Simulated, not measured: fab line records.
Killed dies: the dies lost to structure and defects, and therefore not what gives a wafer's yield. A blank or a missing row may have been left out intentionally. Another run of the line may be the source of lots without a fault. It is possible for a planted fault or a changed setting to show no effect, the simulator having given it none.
fab line records	flow nand-harc
record lots=6	wafers=18	last-day=32
route steps=1302 shown A_M0@1139 END@1302
lots that met no fault: from a run of the same line without faults
start-h: start of the lot's first displayed wafer, in hours after the record's first day	wait-h: hours since the lot's step before	" identical to the entry in the row above	L1.1+2: several wafers, shown together as one row	- no value present, or no start provided	* or withheld: withheld	< > ~ a bound
route shown NAME@n: a module of which the file shows steps, and the number in the route of the first	usual: the fault-free wafers' mean and standard deviation	same: alike in all rows	chamber/n: place in a boat	sites: the reading at each site	_std_site: the standard deviation of these	_edge_site: outer sites' mean less inner sites'	radius-mm: how far each site lies from the wafer's centre	mask NAME#n: copy n	behind: tool/chamber where the wafer was last shaped	hold: what put the lot on hold/how long, in hours/how the hold closed	device: the n, p or np transistor that did not switch	end of line: at the end of the route, the tests of the same wafers	where a step has no rows: the recipe by itself	killed: dies lost to structure and defects at the first sort, not the wafer's yield	map: a wafer's dies, marking killed ones x, the rest . and places with no die _
set.NAME: setting as actually run; set.NAME@STEP: the setting as run at that earlier step	model.NAME: the simulator's own value behind a step, which no gauge read
lots at some steps of the route; a table a step, a row a wafer
services: from which hour (start-h, from the record's first day; less than 0 if before it) a tool's chamber was out of use, for how many hours, and why
## steps
# step NHARC_A_M0_HMDS_02
# recipe time-s=30
# step NHARC_A_M0_COAT_33
# recipe temp-c=200	time-s=65
# step NHARC_A_M0_COAT_03
# recipe spin-rpm=1500	resist-thk-nm=90
# step NHARC_A_M0_SOFTBAKE_04
# recipe temp-c=105	time-s=55
# step NHARC_A_M0_EBR_05
# step NHARC_A_M0_EXPOSE_06
# recipe na=1.35	target-cd-nm=80	dose-mj=83.25	mask-id=A_M0
# step NHARC_A_M0_PEB_07
# recipe peb-temp-c=100	peb-time-s=65
# step NHARC_A_M0_DEVELOP_08
# recipe develop-time-s=35	dev-temp-c=23
# step NHARC_A_M0_CD_MEAS_09
# recipe target-cd-nm=80	landing-energy-ev=500
# usual cd-nm=79.8/0.72
lot.wafer	tool	chamber	start-h	wait-h	cd-nm
L525.1	cd-sem-01	0	553.91	-	80.1
L525.2	"	0	"	"	79.3
L525.4	"	0	"	"	79.5
L529.3	cd-sem-03	0	621.45	-	79.9
L529.4	"	0	"	"	80.6
L529.6	"	0	"	"	79.4
L533.1	cd-sem-01	0	667.27	-	79.8
L533.4	"	0	"	"	79.7
L533.6	"	0	"	"	79.9
L535.1	cd-sem-01	0	675.75	-	80.2
L535.3	"	0	"	"	79.7
L535.6	"	0	"	"	79.2
L540.1	cd-sem-01	0	725.13	-	79.5
L540.3	"	0	"	"	79.4
L540.4	"	0	"	"	78.0
L542.2	cd-sem-03	0	732.91	-	81.1
L542.5	"	0	"	"	79.6
L542.6	"	0	"	"	80.4
# step NHARC_A_M0_OVL_MEAS_10
# recipe pitch-nm=160
# usual overlay-x-nm=0.0/0.71	overlay-y-nm=0.3/0.87
lot.wafer	tool	chamber	start-h	wait-h	overlay-x-nm	overlay-y-nm
L525.1	overlay-02	-	554.00	-	-0.7	0.3
L525.2	"	-	"	"	-0.4	-0.2
L525.4	"	-	"	"	0.1	-0.3
L529.3	overlay-02	-	621.53	-	0.2	-0.3
L529.4	"	-	"	"	-0.4	-0.5
L529.6	"	-	"	"	0.6	-0.1
L533.1	overlay-01	-	667.36	-	-0.5	0.7
L533.4	"	-	"	"	-0.8	1.3
L533.6	"	-	"	"	-0.8	0.3
L535.1	overlay-02	-	675.84	-	1.0	-0.8
L535.3	"	-	"	"	0.6	-0.2
L535.6	"	-	"	"	0.4	0.2
L540.1	overlay-02	-	725.22	-	0.8	-1.2
L540.3	"	-	"	"	0.6	-0.5
L540.4	"	-	"	"	0.6	-0.8
L542.2	overlay-01	-	733.00	-	0.9	-1.5
L542.5	"	-	"	"	0.5	-1.6
L542.6	"	-	"	"	1.3	-1.2
# step NHARC_A_M0_INSPECT_11
# usual raw-defect-count=89/32
lot.wafer	tool	chamber	start-h	wait-h	raw-defect-count
L525.1	defect-inspect-02	-	554.03	0.0	22
L525.2	"	-	"	"	20
L525.4	"	-	"	"	25
L529.3	defect-inspect-01	-	621.57	0.0	68
L529.4	"	-	"	"	90
L529.6	"	-	"	"	83
L533.1	defect-inspect-01	-	667.40	0.0	108
L533.4	"	-	"	"	108
L533.6	"	-	"	"	104
L535.1	defect-inspect-02	-	675.87	0.0	64
L535.3	"	-	"	"	54
L535.6	"	-	"	"	50
L540.1	defect-inspect-02	-	725.26	0.0	81
L540.3	"	-	"	"	88
L540.4	"	-	"	"	86
L542.2	defect-inspect-02	-	733.04	0.0	85
L542.5	"	-	"	"	77
L542.6	"	-	"	"	77
# step NHARC_A_M0_DESCUM_14
# recipe time-s=3	o2-flow-sccm=200	ar-flow-sccm=0	bias-power-w=0	chemistry=O2
# usual drypump-motor-current-A=5.9/0.33	oes-product-au=0.996/0.011	rf-vpp-V=57.8/0.87	showerhead-plenum-p-Torr=1.95/0.093	throttle-valve-pct=11.311/0.0096
lot.wafer	tool	chamber	start-h	wait-h	drypump-motor-current-A	oes-product-au	rf-hours-counter-h	rf-vpp-V	showerhead-plenum-p-Torr	throttle-valve-pct
L525.4	rie-diel-09	3	554.09	0.1	5.9	0.999	2.2	57.9	2.06	11.317
L525.2	"	0	"	"	6.1	0.966	1.9	57.6	1.86	11.314
L525.1	"	1	"	"	6.3	1.014	1.6	58.1	1.94	11.315
L529.3	rie-diel-07	2	621.63	0.1	5.5	1.003	8.8	57.5	2.04	11.304
L529.4	"	0	"	"	6.1	0.979	8.6	56.8	1.93	11.335
L529.6	"	2	"	"	5.5	1.006	-	58.7	2.04	11.314
L533.4	rie-diel-07	1	667.46	0.1	5.9	1.003	1.0	58.3	2.05	11.305
L533.1	"	0	"	"	6.1	0.999	1.1	59.7	1.93	11.318
L533.6	"	2	"	"	5.5	0.997	-	58.9	2.04	11.306
L535.3	rie-diel-07	0	675.93	0.1	6.0	1.010	1.7	58.0	1.93	11.314
L535.1	"	3	"	"	6.2	0.987	1.4	58.3	1.82	11.308
L535.6	"	1	"	"	5.9	0.991	-	57.5	2.05	11.315
L540.1	rie-diel-09	2	725.32	0.1	6.0	1.003	2.8	59.0	2.05	11.303
L540.3	"	0	"	"	6.1	1.011	2.3	56.8	1.86	11.315
L540.4	"	2	"	"	6.0	1.003	-	60.2	2.05	11.305
L542.2	rie-diel-10	3	733.11	0.1	5.7	1.007	6.2	57.0	1.80	11.312
L542.5	"	2	"	"	4.7	0.994	-	58.1	2.02	11.328
L542.6	"	3	"	"	5.7	1.002	-	57.9	1.80	11.316
# step NHARC_A_M0_ETCH_34
# recipe target-depth-a=400	overetch-a=120	time-s=43.94	ion-energy-ev=200	n2-flow-sccm=150	h2-flow-sccm=150	ar-flow-sccm=0	rf-w=400	bias-w=150	chemistry=N2/H2
# usual drypump-motor-current-A=5.9/0.32	oes-product-au=0.997/0.011	rf-vpp-V=431.7/2.8	run-length-s=65.4/0.61	showerhead-plenum-p-Torr=2.09/0.1	throttle-valve-pct=14.171/0.0085
lot.wafer	tool	chamber	start-h	wait-h	drypump-motor-current-A	oes-product-au	rf-hours-counter-h	rf-vpp-V	run-length-s	showerhead-plenum-p-Torr	throttle-valve-pct
L525.2	rie-diel-09	0	554.18	0.1	6.1	0.972	1.9	429.9	65.6	1.99	14.178
L525.1	"	2	"	"	6.0	0.997	2.4	433.2	66.3	2.19	14.155
L525.4	"	3	"	"	5.9	0.988	2.3	436.1	65.0	2.20	14.165
L529.3	rie-diel-07	2	621.71	0.1	5.5	1.002	8.8	434.0	65.6	2.18	14.191
L529.4	"	1	"	"	5.9	0.992	8.8	434.5	65.5	2.19	14.166
L529.6	"	2	"	"	5.5	1.010	-	434.2	65.6	2.18	14.169
L533.4	rie-diel-07	0	667.55	0.1	6.0	1.004	1.1	431.1	54.0	2.05	14.169
L533.1	"	3	"	"	6.2	1.002	0.6	427.3	55.2	1.94	14.166
L533.6	"	1	"	"	5.9	1.010	-	433.7	55.1	2.19	14.171
L535.1	rie-diel-07	0	676.03	0.1	6.0	0.999	1.7	430.6	53.6	2.05	14.178
L535.3	"	2	"	"	5.4	1.005	1.4	434.6	65.6	2.18	14.175
L535.6	"	3	"	"	6.2	0.986	-	427.2	54.9	1.94	14.166
L540.3	rie-diel-09	2	725.42	0.1	6.0	0.999	2.8	432.5	66.2	2.18	14.171
L540.1	"	1	"	"	6.3	0.991	2.5	431.1	64.8	2.06	14.164
L540.4	"	0	"	"	6.1	1.012	-	428.4	65.4	1.98	14.163
L542.2	rie-diel-10	0	733.20	0.1	5.8	0.981	5.9	426.0	65.6	1.89	14.172
L542.5	"	1	"	"	5.8	1.005	-	431.4	66.6	2.08	14.175
L542.6	"	2	"	"	4.8	0.987	-	434.3	65.0	2.16	14.185
# step NHARC_A_M0_ETCH_15
# recipe target-depth-a=1500	overetch-a=150	time-s=82.5	c4f8-flow-sccm=withheld	ar-flow-sccm=400	rf-w=600	bias-w=300	chemistry=C4F8/Ar
# usual oes-product-au=0.956/0.021	rf-vpp-V=442.1/3	run-length-s=104.0/0.57
lot.wafer	tool	chamber	start-h	wait-h	oes-product-au	rf-hours-counter-h	rf-vpp-V	run-length-s
L525.1	rie-diel-09	0	-	-	0.938	1.9	439.6	104.1
L525.2	"	1	"	"	0.996	1.7	441.4	103.5
L525.4	"	2	"	"	0.970	2.4	444.7	104.5
L529.3	rie-diel-07	2	-	-	0.967	8.8	444.2	104.9
L529.4	"	3	"	"	0.967	9.1	440.0	103.7
L529.6	"	0	"	"	0.959	-	443.0	102.7
L533.1	rie-diel-07	2	-	-	0.983	0.6	444.6	104.5
L533.4	"	3	"	"	0.977	0.6	437.5	104.2
L533.6	"	1	"	"	0.962	-	445.9	103.8
L535.3	rie-diel-07	0	-	-	0.961	1.8	442.0	102.7
L535.1	"	3	"	"	0.973	1.4	438.0	103.9
L535.6	"	1	"	"	0.974	-	444.4	103.9
L540.1	rie-diel-09	0	-	-	0.965	2.3	438.3	103.7
L540.3	"	2	"	"	0.959	2.9	444.7	105.1
L540.4	"	2	"	"	0.969	-	442.4	104.5
L542.2	rie-diel-10	3	-	-	0.942	6.2	437.2	104.1
L542.5	"	1	"	"	0.951	-	442.6	104.5
L542.6	"	2	"	"	0.931	-	445.3	103.7
# step NHARC_END_SORT_01
# recipe temp-c=25
# usual defect-limited-yield=90.1/2.6	killed-at-array=63/17	killed-at-other=0.8/1.1	killed-at-periphery=3.5/3	killed-dies=67/17	killed-open=3.1/1.6	killed-short=2.6/1.4
# same gross-dies=677
lot.wafer	tool	chamber	start-h	wait-h	defect-limited-yield[%]	killed-at-array	killed-at-other	killed-at-periphery	killed-dies	killed-open	killed-short
L525.1	prober-01	0	596.17	2.5	95.6	27	0	3	30	4	3
L525.2	prober-01	0	596.97	2.8	95.4	24	0	7	31	4	4
L525.4	prober-01	0	598.57	3.4	95.1	22	1	10	33	5	3
L529.3	prober-01	0	665.22	3.1	91.4	58	0	0	58	2	4
L529.4	prober-01	0	666.02	3.4	90.3	65	0	1	66	1	4
L529.6	prober-01	0	667.63	4.0	91.6	57	0	0	57	3	1
L540.1	prober-02	0	771.10	2.5	90.3	61	1	4	66	5	4
L540.3	prober-02	0	772.72	3.1	90.7	57	1	5	63	1	2
L540.4	prober-02	0	773.53	3.4	91.0	59	0	2	61	1	3
# killed by level:class
L525.1 A_CHANNEL_HOLE_D2:chamber-film-flake=17 P_CONTACT:geometric-particle:open=2 A_CHANNEL_FILL_D2:chamber-film-flake=2 A_CHANNEL_FILL_D1:geometric-particle:short=1 A_SGD_CUT:geometric-particle:short=1 A_WL_FILL:geometric-particle:short=1 A_CONTACT:geometric-particle:open=1 A_M0:geometric-particle:open=1
L525.2 A_CHANNEL_HOLE_D2:chamber-film-flake=11 A_CHANNEL_FILL_D1:geometric-particle:short=3 P_STI:chamber-film-flake=3 A_CHANNEL_HOLE_D1:chamber-film-flake=3 P_GATE:chamber-film-flake=2 A_CONTACT:chamber-film-flake=2 P_CONTACT:geometric-particle:open=1 A_CHANNEL_FILL_D1:geometric-particle:open=1
L525.4 A_CHANNEL_HOLE_D2:chamber-film-flake=10 P_STI:chamber-film-flake=5 A_CONTACT:chamber-film-flake=3 P_M1:geometric-particle:open=2 P_GATE:chamber-film-flake=2 P_M0:geometric-particle:open=1 A_SOURCE_PLATE:geometric-particle:short=1 A_ONON_D1:geometric-particle:short=1
L529.3 A_SLIT:chamber-film-flake=27 A_CONTACT:chamber-film-flake=6 A_CHANNEL_HOLE_D1:chamber-film-flake=4 A_STAIRCASE:chamber-film-flake=3 A_WL_FILL:chamber-film-flake=3 A_BLC:chamber-film-flake=3 A_CHANNEL_FILL_D1:chamber-film-flake=2 A_CHANNEL_FILL_D2:chamber-film-flake=2
L529.4 A_SLIT:chamber-film-flake=41 A_CHANNEL_HOLE_D1:chamber-film-flake=6 A_STAIRCASE:chamber-film-flake=4 A_BLC:chamber-film-flake=4 A_CONTACT:chamber-film-flake=3 A_WL_FILL:chamber-film-flake=2 P_M0:geometric-particle:short=1 A_ONON_D2:geometric-particle:short=1
L529.6 A_SLIT:chamber-film-flake=32 A_CHANNEL_HOLE_D1:chamber-film-flake=6 A_STAIRCASE:chamber-film-flake=5 A_CONTACT:chamber-film-flake=4 A_CHANNEL_FILL_D1:chamber-film-flake=2 A_SOURCE_PLATE:geometric-particle:short=1 A_ONON_D2:geometric-particle:open=1 A_CHANNEL_FILL_D2:geometric-particle:open=1
L540.1 A_CHANNEL_HOLE_D2:chamber-film-flake=21 A_CHANNEL_HOLE_D1:chamber-film-flake=11 A_CONTACT:chamber-film-flake=9 A_SLIT:chamber-film-flake=9 A_STAIRCASE:chamber-film-flake=3 P_GATE:chamber-film-flake=2 P_M0:geometric-particle:open=1 P_M1:geometric-particle:short=1
L540.3 A_CHANNEL_HOLE_D2:chamber-film-flake=25 A_CONTACT:chamber-film-flake=10 A_CHANNEL_HOLE_D1:chamber-film-flake=8 A_SLIT:chamber-film-flake=5 P_GATE:chamber-film-flake=4 A_STAIRCASE:chamber-film-flake=4 P_M0:geometric-particle:open=1 A_SOURCE_PLATE:geometric-particle:short=1
L540.4 A_CHANNEL_HOLE_D2:chamber-film-flake=28 A_CONTACT:chamber-film-flake=10 A_CHANNEL_HOLE_D1:chamber-film-flake=8 A_STAIRCASE:chamber-film-flake=4 A_SLIT:chamber-film-flake=3 A_ONON_D2:geometric-particle:short=2 P_GATE:chamber-film-flake=2 A_CHANNEL_FILL_D2:geometric-particle:short=1
## services
tool	chamber	start-h	hours	kind
rie-diel-10	3	534.37	9.1	repair
rie-diel-07	0	553.70	-	clean
rie-diel-07	1	553.70	-	clean
rie-diel-07	2	553.70	-	clean
rie-diel-07	3	553.70	-	clean
rie-diel-07	0	578.20	-	clean
rie-diel-07	1	578.20	-	clean
rie-diel-07	2	578.20	-	clean
rie-diel-07	3	578.20	-	clean
rie-diel-07	2	590.22	5.9	repair
rie-diel-07	-	593.18	0.4	repair
rie-diel-10	-	596.50	9.0	pm
rie-diel-07	0	602.73	-	clean
rie-diel-07	1	602.73	-	clean
rie-diel-07	2	602.73	-	clean
rie-diel-07	3	602.73	-	clean
rie-diel-07	0	627.23	-	clean
rie-diel-07	1	627.23	-	clean
rie-diel-07	2	627.23	-	clean
rie-diel-09	0	641.39	4.7	repair
rie-diel-07	-	648.20	9.0	pm
rie-diel-10	-	672.69	11.3	repair
rie-diel-09	-	674.10	9.0	pm
rie-diel-09	3	724.98	6.8	repair
## key
first-sign step=NHARC_A_M0_ETCH_34	reading=run-length-s	direction=down	sigmas=18	usual=*	struck=*
effect none on later readings
met-at NHARC_A_M0_ETCH_34
struck-wafers L533.1,L533.4,L533.6,L535.1,L535.6
onset-between 621.71 667.55
fault kind=process-parameter-drift	tool=rie-diel-07	chamber=-	onset-h=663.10	steps=NHARC_A_M0_ETCH_34	channel=time-s	offset=*	shape=step	end-h=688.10	scope=struck-wafers-only	acts-in=*	stated=*
